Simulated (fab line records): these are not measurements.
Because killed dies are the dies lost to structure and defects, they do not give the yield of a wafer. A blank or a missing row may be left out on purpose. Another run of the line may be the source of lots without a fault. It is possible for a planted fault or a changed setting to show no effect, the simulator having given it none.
fab line records	flow n5-finfet	part 2 of 2: steps 5 to 6 of 6
[record] lots = 22	wafers = 66	last-day = 19
route steps=1938 shown SD_EPI_P@303 SD_ACTIVATION@330 SDB@363 HKMG_FIN@387
lots that met no fault: from a run of the same line without faults
start-h: start of the lot's first displayed wafer, in hours after the record's first day	wait-h: time in hours since the lot's previous step	" unchanged from the row above	L1.1+2: one row covering several wafers at once	- value missing, or start not given	* or withheld: withheld	< > ~ a bound
route shown NAME@n: a module of which the file shows steps, and the number in the route of the first	usual: mean/standard deviation taken from wafers without a fault	same: alike in all rows	chamber/n: place in a boat	sites: each site's reading	_std_site: standard deviation across them	_edge_site: the outer-site mean with the inner-site mean subtracted	radius-mm: how far each site lies from the wafer's centre	mask NAME#n: copy n	behind: the last tool/chamber to shape the wafer	hold: reason for holding the lot/hours on hold/outcome of the hold	device: whichever transistor did not switch (one of n, p or np)	end of line: the route-end tests of the same wafers	a step without rows: its recipe alone	killed: dies that structure and defects cost at the first sort, which is not the same as the wafer's yield	map: a wafer's dies, x killed, . not, _ none there
set.NAME: the run value of the setting; set.NAME@STEP: its run value at that earlier step	model.NAME: the simulator's own value behind a step, which no gauge read
one table for each step of the route and one row for each wafer, over a sample of lots
services: from which hour (start-h, from the record's first day; less than 0 if before it) a tool's chamber was out of use, for how many hours, and why
[[steps]]
[step N5_SDB_CUT_ETCH_26]
[recipe] chemistry = HBr/Cl2/O2	target = Si	target-depth-a = 1296	bt-time-s = 20	mask-material = SiNx	time-s = 51.8	ion-energy-ev = *	bias-w = *	pressure-mtorr = 10	icp-w = 800	HBr_flow_sccm = 150	Cl2_flow_sccm = 80	O2_flow_sccm = 12
[usual] drypump-motor-current-A = 5.5/0.47	oes-product-au = 0.996/0.016	rf-fwd-power-W = *	throttle-valve-pct = 37.4/0.34
[same] bt-time-s = 20
lot.wafer	tool	chamber	start-h	wait-h	drypump-motor-current-A	oes-product-au	rf-fwd-power-W	rf-hours-counter-h	throttle-valve-pct
L075.2	rie-si-02	0	77.84	0.1	5.2	0.985	*	25	37.5
L075.5	"	2	"	"	5.2	1.008	*	-	37.9
L075.6	"	3	"	"	5.8	0.969	*	-	37.2
L076.4	rie-si-02	2	86.42	0.1	5.2	1.000	*	3	37.9
L076.5	"	1	"	"	5.3	1.005	*	-	37.4
L076.6	"	0	"	"	5.1	0.988	*	-	37.6
L077.1	rie-si-01	0	91.32	0.1	6.6	0.997	*	7	37.6
L077.3	"	2	"	"	4.9	0.990	*	144	37.5
L077.6	"	0	"	"	6.6	0.994	*	-	37.6
L078.4	rie-si-01	1	95.13	0.1	5.8	0.999	*	112	37.5
L078.5	"	0	"	"	6.6	1.006	*	-	37.6
L078.6	"	1	"	"	5.8	0.995	*	-	37.6
L079.1	rie-si-01	3	98.08	0.1	5.4	0.985	*	5	37.0
L079.3	"	1	"	"	5.8	0.997	*	112	37.5
L079.4	"	2	"	"	4.9	0.988	*	144	37.6
L080.3	rie-si-03	0	101.67	0.1	5.6	1.019	*	61	36.6
L080.4	"	1	"	"	5.2	0.978	*	123	37.3
L080.5	"	3	"	"	5.5	1.032	*	-	37.6
L081.2	rie-si-03	3	107.70	0.1	5.5	1.031	*	159	37.6
L081.3	"	1	"	"	5.2	0.988	*	123	37.3
L081.5	"	1	"	"	5.2	0.980	*	-	37.2
L082.2	rie-si-02	1	113.01	0.1	5.3	1.002	*	124	37.4
L082.3	"	3	"	"	5.8	0.970	*	154	37.2
L082.6	"	0	"	"	5.1	0.989	*	-	37.5
L083.3	rie-si-02	2	121.74	0.1	5.2	0.993	*	3	37.9
L083.4	"	1	"	"	5.3	0.999	*	124	37.4
L083.5	"	0	"	"	5.2	0.988	*	-	37.6
L084.1	rie-si-02	0	129.36	0.1	5.1	0.980	*	26	37.5
L084.4	"	1	"	"	5.3	0.991	*	124	37.4
L084.6	"	1	"	"	5.3	0.997	*	-	37.4
L085.1	rie-si-02	2	139.86	0.1	5.2	0.997	*	4	37.9
L085.4	"	0	"	"	5.2	0.977	*	26	37.5
L085.6	"	3	"	"	5.8	0.961	*	-	37.2
L086.1	rie-si-01	3	142.51	0.1	5.3	0.983	*	6	36.9
L086.2	"	2	"	"	4.9	0.990	*	145	37.5
L086.3	"	1	"	"	5.8	0.994	*	113	37.5
L087.1	rie-si-01	1	146.58	0.1	5.8	0.999	*	113	37.5
L087.2	"	2	"	"	4.9	0.984	*	145	37.5
L087.4	"	0	"	"	6.6	1.003	*	8	37.6
L088.1	rie-si-03	0	152.61	0.1	5.5	1.019	*	62	36.6
L088.3	"	3	"	"	5.5	1.026	*	160	37.6
L088.5	"	3	"	"	5.5	1.037	*	-	37.6
L089.2	rie-si-01	2	157.39	0.1	4.9	0.982	*	145	37.5
L089.3	"	1	"	"	5.8	0.994	*	113	37.5
L089.6	"	2	"	"	4.9	0.985	*	-	37.5
L090.1	rie-si-01	1	160.84	0.1	5.8	0.999	*	114	37.5
L090.2	"	0	"	"	6.6	0.999	*	8	37.6
L090.6	"	2	"	"	4.9	0.989	*	-	37.5
L091.2	rie-si-01	2	167.08	0.1	4.9	0.996	*	145	37.5
L091.3	"	0	"	"	6.6	1.001	*	9	37.6
L091.4	"	3	"	"	5.4	0.991	*	6	37.0
L092.2	rie-si-02	0	175.13	0.1	5.1	0.984	*	27	37.5
L092.4	"	1	"	"	5.3	0.991	*	-	37.4
L092.6	"	0	"	"	5.2	0.982	*	-	37.6
L093.1	rie-si-03	0	181.25	0.1	5.5	1.018	*	63	36.6
L093.5	"	1	"	"	5.2	0.987	*	-	37.3
L093.6	"	0	"	"	5.5	1.014	*	-	36.6
L095.1	rie-si-03	0	194.65	0.1	5.6	1.012	*	63	36.6
L095.2	"	2	"	"	4.9	1.015	*	1	37.4
L095.4	"	3	"	"	5.5	1.033	*	160	37.6
L096.1	rie-si-01	3	199.18	0.1	5.3	0.977	*	7	37.0
L096.3	"	0	"	"	6.6	0.993	*	9	37.6
L096.5	"	1	"	"	5.8	1.004	*	-	37.6
L097.1	rie-si-03	1	205.67	0.1	5.2	0.982	*	125	37.3
L097.4	"	2	"	"	5.0	1.009	*	1	37.4
L097.5	"	3	"	"	5.5	1.036	*	-	37.6
[step N5_HKMG_FIN_HK_ANNEAL_02]
[recipe] temp-c = 700	time-s = 30	ambient = N2	idle-temp-c = 600	ramp-up-c-per-s = 150	ramp-down-c-per-s = 60	cool-to-c = 600
[usual] lamp-power-pct = 8.79/0.056	lamp_zone_5_pct = 8.798/0.0089	wafer_temp_C_max = 702.9/0.71
lot.wafer	tool	chamber	start-h	wait-h	lamp-power-pct	lamp_zone_5_pct	wafer_temp_C_max
L075.2	rtp-anneal-02	0	81.87	0.1	8.72	8.784	703.9
L075.5	"	0	"	"	8.75	8.790	703.7
L075.6	"	0	"	"	8.81	8.784	703.5
L076.4	rtp-anneal-01	0	90.52	0.2	8.77	8.795	704.2
L076.5	"	0	"	"	8.85	8.797	702.2
L076.6	"	0	"	"	8.85	8.779	702.5
L077.1	rtp-anneal-02	0	97.38	0.2	8.85	8.799	704.4
L077.3	"	0	"	"	8.75	8.810	702.4
L077.6	"	0	"	"	8.83	8.792	701.9
L078.4	rtp-anneal-01	0	100.62	0.2	8.79	8.805	702.6
L078.5	"	0	"	"	8.87	8.786	702.8
L078.6	"	0	"	"	8.78	8.802	703.3
L079.1	rtp-anneal-02	0	102.21	0.1	8.64	8.787	701.3
L079.3	"	0	"	"	8.85	8.800	702.5
L079.4	"	0	"	"	8.98	8.791	703.3
L080.3	rtp-anneal-02	0	105.79	0.2	8.73	8.813	701.8
L080.4	"	0	"	"	8.80	8.790	702.3
L080.5	"	0	"	"	8.79	8.786	703.0
L081.2	rtp-anneal-02	0	111.81	0.1	8.72	8.792	704.3
L081.3	"	0	"	"	8.78	8.787	701.9
L081.5	"	0	"	"	8.89	8.798	702.1
L082.2	rtp-anneal-02	0	117.13	0.1	8.78	8.802	702.5
L082.3	"	0	"	"	8.88	8.796	703.3
L082.6	"	0	"	"	8.75	8.782	703.0
L083.3	rtp-anneal-01	0	125.90	0.2	8.79	8.795	702.7
L083.4	"	0	"	"	8.84	8.796	704.1
L083.5	"	0	"	"	8.82	8.807	703.2
L084.1	rtp-anneal-01	0	133.40	0.1	8.77	8.803	702.4
L084.4	"	0	"	"	8.77	8.798	702.6
L084.6	"	0	"	"	8.79	8.793	703.5
L085.1	rtp-anneal-01	0	144.22	0.1	8.77	8.808	702.6
L085.4	"	0	"	"	8.75	8.802	703.0
L085.6	"	0	"	"	8.79	8.801	703.4
L086.1	rtp-anneal-01	0	147.29	0.1	8.88	8.794	703.1
L086.2	"	0	"	"	8.79	8.798	703.4
L086.3	"	0	"	"	8.85	8.788	703.0
L087.1	rtp-anneal-02	0	150.74	0.1	8.80	8.817	703.2
L087.2	"	0	"	"	8.81	8.798	703.1
L087.4	"	0	"	"	8.79	8.802	703.3
L088.1	rtp-anneal-01	0	156.63	0.1	8.76	8.791	702.3
L088.3	"	0	"	"	8.74	8.800	701.7
L088.5	"	0	"	"	8.79	8.795	701.9
L089.2	rtp-anneal-02	0	161.49	0.1	8.76	8.791	702.8
L089.3	"	0	"	"	8.79	8.799	702.6
L089.6	"	0	"	"	8.78	8.814	703.6
L090.1	rtp-anneal-01	0	165.38	0.3	8.69	8.795	703.1
L090.2	"	0	"	"	8.79	8.810	702.2
L090.6	"	0	"	"	8.78	8.799	702.3
L091.2	rtp-anneal-02	0	171.38	0.1	8.76	8.813	703.1
L091.3	"	0	"	"	8.74	8.798	703.6
L091.4	"	0	"	"	8.84	8.803	702.7
L092.2	rtp-anneal-02	0	179.28	0.1	8.73	8.797	703.2
L092.4	"	0	"	"	8.88	8.799	702.8
L092.6	"	0	"	"	8.76	8.792	703.6
L093.1	rtp-anneal-02	0	185.25	0.1	8.79	8.803	702.7
L093.5	"	0	"	"	8.71	8.799	704.1
L093.6	"	0	"	"	8.81	8.802	702.3
L095.1	rtp-anneal-02	0	199.09	0.1	8.72	8.802	702.2
L095.2	"	0	"	"	8.81	8.786	703.0
L095.4	"	0	"	"	8.82	8.780	703.5
L096.1	rtp-anneal-02	0	203.28	0.1	8.83	8.798	702.7
L096.3	"	0	"	"	8.78	8.801	703.6
L096.5	"	0	"	"	8.79	8.775	703.1
L097.1	rtp-anneal-02	0	209.70	0.1	8.74	8.803	703.2
L097.4	"	0	"	"	8.81	8.812	703.3
L097.5	"	0	"	"	8.77	8.801	702.2
[[services]]
tool	chamber	start-h	hours	kind
rie-diel-02	3	42.32	4.4	repair
rie-diel-06	-	46.53	2.8	pm
rie-diel-04	-	52.58	0.2	repair
rie-diel-03	0	55.84	5.4	repair
rie-diel-06	3	61.57	-	clean
rie-diel-06	3	61.57	-	consumable-replace:focus-ring
rie-diel-06	3	61.57	14.3	scheduled-down
rie-diel-06	3	61.57	14.3	vent-cycle
rtp-anneal-01	-	83.50	4.2	pm
rie-diel-06	3	89.22	5.0	repair
rie-diel-03	0	92.95	-	clean
rie-diel-03	0	92.95	-	consumable-replace:focus-ring
rie-diel-03	0	92.95	-	consumable-replace:showerhead
rie-diel-03	0	92.95	12.8	scheduled-down
rie-diel-04	2	96.27	15.7	repair
rie-si-03	2	105.92	3.8	repair
rie-diel-05	1	121.32	1.8	repair
rie-diel-04	-	136.35	1.1	repair
rie-diel-04	0	152.81	8.1	repair
rie-si-01	-	157.73	0.3	repair
rie-diel-04	-	167.56	0.5	repair
rie-si-02	2	171.80	3.7	repair
rie-diel-06	1	173.12	2.4	repair
rie-diel-06	0	174.16	8.3	repair
